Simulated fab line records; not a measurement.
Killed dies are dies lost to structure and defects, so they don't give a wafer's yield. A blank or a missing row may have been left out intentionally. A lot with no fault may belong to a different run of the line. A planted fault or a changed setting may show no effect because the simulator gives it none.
Which tool did it?	flow n5Finfet	72 wafers from 24 lots sampled at 5 of the route's 1938 steps

WHAT THE GAUGES SHOWED, per wafer
N5_BEOL_M7_OVL_MEAS_12. Usual: M7_OVL gives 0.1 nm (standard deviation 0.7).
lot	measured	on	M7_OVL (nm)	flag
L074	day 9 23:18	overlay-01	0.6 0.9 1.1	
L075	day 10 03:26	overlay-01	-0.4 0.2 -0.3	
L076	day 10 10:09	overlay-02	0.2 -0.1 0.8	
L078	day 11 00:43	overlay-01	0.9 0.6 0.5	
L077	day 11 09:20	overlay-02	0.7 1.0 -1.0	
L079	day 12 01:03	overlay-01	-0.5 -0.7 -0.6	
L080	day 12 01:15	overlay-02	-0.3 -0.4 -0.6	
L081	day 12 05:37	overlay-02	0.0 -0.2 0.3	
L082	day 12 09:31	overlay-01	-0.1 0.7 -0.4	
L083	day 13 12:39	overlay-02	-0.3 0.9 1.2	
L084	day 14 01:13	overlay-01	0.6 1.1 0.3	
L085	day 14 04:22	overlay-01	0.0 0.2 -0.4	
L086	day 14 09:58	overlay-02	-0.1 -0.2 0.2	
L088	day 14 10:08	overlay-01	1.1 0.4 1.0	
L087	day 14 15:10	overlay-01	-1.8 -1.5 -0.5	
L089	day 14 18:59	overlay-02	-0.4 -0.5 -0.7	
L090	day 14 23:39	overlay-01	0.5 -0.2 0.8	
L092	day 15 00:25	overlay-01	-0.2 -1.0 0.2	
L094	day 15 09:46	overlay-02	0.3 -0.6 0.3	
L091	day 15 11:08	overlay-02	-0.4 -0.1 -0.4	
L095	day 15 14:53	overlay-01	1.4 -0.3 1.2	
L093	day 15 22:12	overlay-01	-0.2 0.4 0.4	
L096	day 15 22:02	overlay-02	1.1 0.9 -0.4	
L097	day 17 02:28	overlay-01	0.1 -1.2 -0.5	

WHICH TOOL RAN EACH LOT (tool, then ch and the chambers of the sampled wafers, then the start)
lot	N5_BEOL_M5_ALD_86	N5_BEOL_M5_SPUTTER_81	N5_BEOL_M6_VIA_ETCH_34	N5_BEOL_M6_ETCH_41
L074	aldMetal-03 ch 2,3, day 9 05:35	pvdSputter-03, day 9 07:14	rieDiel-06 ch 0,1,3, day 9 19:14	rieDiel-06 ch 0,1,3, day 9 23:18 or earlier
L075	aldMetal-01 ch 1,2, day 9 11:41	pvdSputter-03, day 9 13:17	rieDiel-04 ch 1,2, day 9 22:10	rieDiel-04 ch 1,2, day 10 03:26 or earlier
L076	aldMetal-03 ch 0,1,2, day 9 14:41	pvdSputter-02, day 9 16:29	rieDiel-04 ch 1,2,3, day 10 03:28	rieDiel-04 ch 1,2,3, day 10 10:09 or earlier
L078	aldMetal-03 ch 0,3, day 10 08:05	pvdSputter-02, day 10 10:38	rieDiel-01 ch 1,2, day 10 18:23	rieDiel-01 ch 1,2, day 11 00:43 or earlier
L077	aldMetal-01 ch 0,2,3, day 10 15:08	pvdSputter-03, day 10 16:42	rieDiel-06 ch 1,2,3, day 11 03:57	rieDiel-06 ch 1,2,3, day 11 09:20 or earlier
L079	aldMetal-03 ch 1,2,3, day 11 06:25	pvdSputter-02, day 11 07:56	rieDiel-04 ch 0,2,3, day 11 20:17	rieDiel-04 ch 0,2,3, day 12 01:03 or earlier
L080	aldMetal-03 ch 0,1,2, day 11 08:36	pvdSputter-01, day 11 10:13	rieDiel-01 ch 0,2,3, day 11 20:41	rieDiel-01 ch 0,2,3, day 12 01:15 or earlier
L081	aldMetal-01 ch 0,2,3, day 11 13:18	pvdSputter-03, day 11 15:17	rieDiel-04 ch 0,1,3, day 12 00:10	rieDiel-04 ch 0,1,3, day 12 05:37 or earlier
L082	aldMetal-01 ch 0,3, day 11 16:22	pvdSputter-02, day 11 17:55	rieDiel-04 ch 0,2,3, day 12 04:52	rieDiel-04 ch 0,2,3, day 12 09:31 or earlier
L083	aldMetal-01 ch 1,3, day 12 19:11	pvdSputter-03, day 12 21:16	rieDiel-06 ch 1,2,3, day 13 06:04	rieDiel-06 ch 1,2,3, day 13 12:39 or earlier
L084	aldMetal-03 ch 0,1,3, day 13 07:16	pvdSputter-03, day 13 08:49	rieDiel-06 ch 0,1, day 13 18:05	rieDiel-06 ch 0,1, day 14 01:13 or earlier
L085	aldMetal-01 ch 1,2,3, day 13 12:25	pvdSputter-03, day 13 14:02	rieDiel-06 ch 0,1, day 13 21:54	rieDiel-06 ch 0,1, day 14 04:22 or earlier
L086	aldMetal-01 ch 0,3, day 13 16:19	pvdSputter-01, day 13 17:58	rieDiel-06 ch 0,2, day 14 03:58	rieDiel-06 ch 0,2, day 14 09:58 or earlier
L088	aldMetal-03 ch 0,2,3, day 13 16:52	pvdSputter-02, day 13 18:55	rieDiel-01 ch 0,2, day 14 04:31	rieDiel-01 ch 0,2, day 14 10:08 or earlier
L087	aldMetal-03 ch 1,2, day 13 22:28	pvdSputter-02, day 14 00:05	rieDiel-06 ch 2,3, day 14 09:25	rieDiel-06 ch 2,3, day 14 15:10 or earlier
L089	aldMetal-03 ch 0,1, day 14 00:49	pvdSputter-01, day 14 02:26	rieDiel-06 ch 0,3, day 14 13:47	rieDiel-06 ch 0,3, day 14 18:59 or earlier
L090	aldMetal-01 ch 0,1,3, day 14 01:48	pvdSputter-02, day 14 04:52	rieDiel-04 ch 2,3, day 14 14:01	rieDiel-04 ch 2,3, day 14 23:39 or earlier
L092	aldMetal-03 ch 1,3, day 14 07:45	pvdSputter-01, day 14 10:44	rieDiel-04 ch 0,1, day 14 17:26	rieDiel-04 ch 0,1, day 15 00:25 or earlier
L094	aldMetal-04 ch 0,1, day 14 18:16	pvdSputter-03, day 14 19:48	rieDiel-06 ch 1,2,3, day 15 03:58	rieDiel-06 ch 1,2,3, day 15 09:46 or earlier
L091	aldMetal-01 ch 0,2,3, day 14 18:37	pvdSputter-02, day 14 21:53	rieDiel-01 ch 0,1,3, day 15 06:04	rieDiel-01 ch 0,1,3, day 15 11:08 or earlier
L095	aldMetal-03 ch 0,1,3, day 15 00:13	pvdSputter-01, day 15 02:05	rieDiel-04 ch 1,3, day 15 09:58	rieDiel-04 ch 1,3, day 15 14:53 or earlier
L093	aldMetal-01 ch 1,2,3, day 15 03:41	pvdSputter-03, day 15 05:30	rieDiel-04 ch 0,1,3, day 15 14:29	rieDiel-04 ch 0,1,3, day 15 22:12 or earlier
L096	aldMetal-01 ch 0,1,3, day 15 04:16	pvdSputter-02, day 15 06:26	rieDiel-06 ch 0,2,3, day 15 14:09	rieDiel-06 ch 0,2,3, day 15 22:02 or earlier
L097	aldMetal-04 ch 0,2,3, day 16 09:12	pvdSputter-02, day 16 11:14	rieDiel-06 ch 0,2,3, day 16 22:14	rieDiel-06 ch 0,2,3, day 17 02:28 or earlier
- N5_BEOL_M5_ALD_86: deposits TaN, pulse time 2 s, purge time 3 s, co reactant purge time 2 s.
- N5_BEOL_M5_SPUTTER_81: material Cu, target thk 15 nm, time 27.62 s.
- N5_BEOL_M6_VIA_ETCH_34: etches SiCOH lowk in C4F6/O2, target depth 126.3 nm, time 50.9 s.
- N5_BEOL_M6_ETCH_41: etches SiCN in CH3F/O2, target depth 29.7 nm, time 52 s.

AS READ BY THE TOOLS THEMSELVES (means over the sampled wafers that have a number; for cases with no such wafer, the mark the record gives instead)
N5_BEOL_M5_ALD_86. Usual: heaterPowerW 393 W, standard deviation 54; susceptorTempC 275.02 C, standard deviation 0.2.
lot	tool	heaterPowerW (W)	susceptorTempC (C)	flag
L074	aldMetal-03	370	274.89	
L075	aldMetal-01	385	275.07	
L076	aldMetal-03	420	275.03	
L078	aldMetal-03	342	274.98	
L077	aldMetal-01	407	275.09	
L079	aldMetal-03	405	275.25	
L080	aldMetal-03	427	274.91	
L081	aldMetal-01	408	275.24	
L082	aldMetal-01	401	274.86	
L083	aldMetal-01	379	275.03	
L084	aldMetal-03	361	275.06	
L085	aldMetal-01	413	275.01	
L086	aldMetal-01	384	274.81	
L088	aldMetal-03	390	274.99	
L087	aldMetal-03	470	275.01	
L089	aldMetal-03	378	275.02	
L090	aldMetal-01	383	275.06	
L092	aldMetal-03	341	274.83	
L094	aldMetal-04	433	275.29	
L091	aldMetal-01	414	274.96	
L095	aldMetal-03	360	274.98	
L093	aldMetal-01	405	275.10	
L096	aldMetal-01	378	274.93	
L097	aldMetal-04	404	275.00	

N5_BEOL_M5_SPUTTER_81. Usual: chuckGasFlowSccm 1.26 sccm, standard deviation 0.048; susceptorTempC -20.00 C, standard deviation 0.11; throttleValvePct 29.7 %, standard deviation 0.67.
lot	tool	chuckGasFlowSccm (sccm)	susceptorTempC (C)	throttleValvePct (%)	flag
L074	pvdSputter-03	1.23	-20.08	29.6	
L075	pvdSputter-03	1.26	-20.13	29.7	
L076	pvdSputter-02	1.27	-20.02	30.0	
L078	pvdSputter-02	1.24	-20.09	29.6	
L077	pvdSputter-03	1.26	-19.95	30.3	
L079	pvdSputter-02	1.29	-19.90	29.6	
L080	pvdSputter-01	1.28	-19.96	30.4	
L081	pvdSputter-03	1.27	-20.06	29.3	
L082	pvdSputter-02	1.27	-19.99	29.4	
L083	pvdSputter-03	1.27	-19.99	29.4	
L084	pvdSputter-03	1.26	-20.02	30.5	
L085	pvdSputter-03	1.23	-20.08	29.7	
L086	pvdSputter-01	1.30	-20.04	29.4	
L088	pvdSputter-02	1.28	-20.07	29.9	
L087	pvdSputter-02	1.23	-20.00	29.5	
L089	pvdSputter-01	1.26	-19.95	29.8	
L090	pvdSputter-02	1.26	-19.98	29.9	
L092	pvdSputter-01	1.24	-19.99	29.6	
L094	pvdSputter-03	1.25	-20.04	29.4	
L091	pvdSputter-02	1.21	-20.07	29.9	
L095	pvdSputter-01	1.29	-19.93	30.5	
L093	pvdSputter-03	1.25	-20.01	29.7	
L096	pvdSputter-02	1.27	-19.92	29.8	
L097	pvdSputter-02	1.24	-20.00	29.6	

N5_BEOL_M6_VIA_ETCH_34. Usual: drypumpMotorCurrentA 5.6 A, standard deviation 0.38; oes_o_777_au 0.82 a.u., standard deviation 0.078; oesProductAu 0.82 a.u., standard deviation 0.08; rfVppV 669 V, standard deviation 17; showerheadPlenumPTorr 2.90 Torr, standard deviation 0.066; throttleValvePct 20.7 %, standard deviation 0.37.
lot	tool	drypumpMotorCurrentA (A)	oes_o_777_au (a.u.)	oesProductAu (a.u.)	rfVppV (V)	showerheadPlenumPTorr (Torr)	throttleValvePct (%)	flag
L074	rieDiel-06	5.2	0.80	0.81	673	2.82	20.7	
L075	rieDiel-04	6.1	0.74	0.72	667	2.92	21.3	
L076	rieDiel-04	5.9	0.79	0.77	678	2.90	21.0	
L078	rieDiel-01	5.5	0.73	0.73	662	2.94	20.9	
L077	rieDiel-06	5.4	0.81	0.80	658	2.83	20.8	
L079	rieDiel-04	5.8	0.82	0.82	682	2.87	20.6	
L080	rieDiel-01	5.7	0.83	0.83	655	2.96	20.6	
L081	rieDiel-04	5.9	0.83	0.83	680	2.91	20.8	
L082	rieDiel-04	5.9	0.82	0.82	683	2.87	20.6	
L083	rieDiel-06	5.4	0.79	0.78	657	2.82	20.8	
L084	rieDiel-06	5.3	0.82	0.84	679	2.86	20.5	
L085	rieDiel-06	5.3	0.81	0.83	680	2.86	20.5	
L086	rieDiel-06	5.3	0.86	0.87	667	2.87	20.3	
L088	rieDiel-01	5.9	0.80	0.80	662	3.00	20.6	
L087	rieDiel-06	5.4	0.92	0.90	650	2.94	20.5	
L089	rieDiel-06	5.1	0.87	0.90	680	2.92	20.3	
L090	rieDiel-04	5.8	0.74	0.74	681	2.84	20.9	
L092	rieDiel-04	6.1	0.82	0.81	670	2.90	20.7	
L094	rieDiel-06	5.3	0.86	0.85	661	2.92	20.7	
L091	rieDiel-01	5.5	0.86	0.87	658	2.94	20.7	
L095	rieDiel-04	5.8	0.79	0.78	687	2.91	20.9	
L093	rieDiel-04	6.0	0.80	0.78	680	2.90	20.8	
L096	rieDiel-06	5.3	0.87	0.87	665	2.93	20.4	
L097	rieDiel-06	5.2	0.85	0.85	663	2.92	20.4	

N5_BEOL_M6_ETCH_41. Usual: drypumpMotorCurrentA 5.6 A, standard deviation 0.38; oesProductAu 0.82 a.u., standard deviation 0.08; rfVppV 297.9 V, standard deviation 1.2; showerheadPlenumPTorr 2.04 Torr, standard deviation 0.048; throttleValvePct 16.1 %, standard deviation 0.35.
lot	tool	drypumpMotorCurrentA (A)	oesProductAu (a.u.)	rfVppV (V)	showerheadPlenumPTorr (Torr)	throttleValvePct (%)	flag
L074	rieDiel-06	5.2	0.81	297.0	1.98	16.1	
L075	rieDiel-04	6.1	0.72	297.5	2.05	16.7	
L076	rieDiel-04	5.9	0.77	298.9	2.04	16.4	
L078	rieDiel-01	5.5	0.73	298.4	2.07	16.3	
L077	rieDiel-06	5.4	0.80	296.8	1.98	16.2	
L079	rieDiel-04	5.8	0.81	297.8	2.02	16.1	
L080	rieDiel-01	5.7	0.82	297.6	2.08	16.0	
L081	rieDiel-04	5.9	0.81	297.8	2.05	16.2	
L082	rieDiel-04	5.8	0.82	297.4	2.02	16.1	
L083	rieDiel-06	5.4	0.78	296.5	1.98	16.3	
L084	rieDiel-06	5.3	0.83	297.6	2.01	16.0	
L085	rieDiel-06	5.3	0.83	298.0	2.01	16.0	
L086	rieDiel-06	5.3	0.87	298.8	2.02	15.7	
L088	rieDiel-01	5.9	0.80	299.4	2.11	16.0	
L087	rieDiel-06	5.4	0.90	298.4	2.07	15.9	
L089	rieDiel-06	5.1	0.89	298.8	2.06	15.8	
L090	rieDiel-04	5.8	0.73	297.3	1.99	16.3	
L092	rieDiel-04	6.1	0.80	298.1	2.04	16.2	
L094	rieDiel-06	5.3	0.85	299.1	2.06	16.1	
L091	rieDiel-01	5.5	0.88	298.5	2.07	16.1	
L095	rieDiel-04	5.7	0.78	297.9	2.05	16.3	
L093	rieDiel-04	5.9	0.79	297.3	2.04	16.3	
L096	rieDiel-06	5.2	0.87	298.6	2.06	15.9	
L097	rieDiel-06	5.3	0.85	298.6	2.06	15.9	

THE ANSWER, worked out from the rows above alone
Rule: a lot counts as off when the mean over its wafers that have a number is more than 3 standard deviations away from the usual mean. A lot without any number at a reading at which 4 lots or more have one is off too. The other lots that the step has rows for count as sound. After the gauges, taken in route order, come the tools' own readings; for these a lot's mean is taken, as printed above. At the first step where some lot is off, the reading lying furthest off is the one used; lots without a number count as furthest.
No lot is off on any of the readings shown, so nothing can be concluded from this.

WHAT THE SIMULATOR PUT IN
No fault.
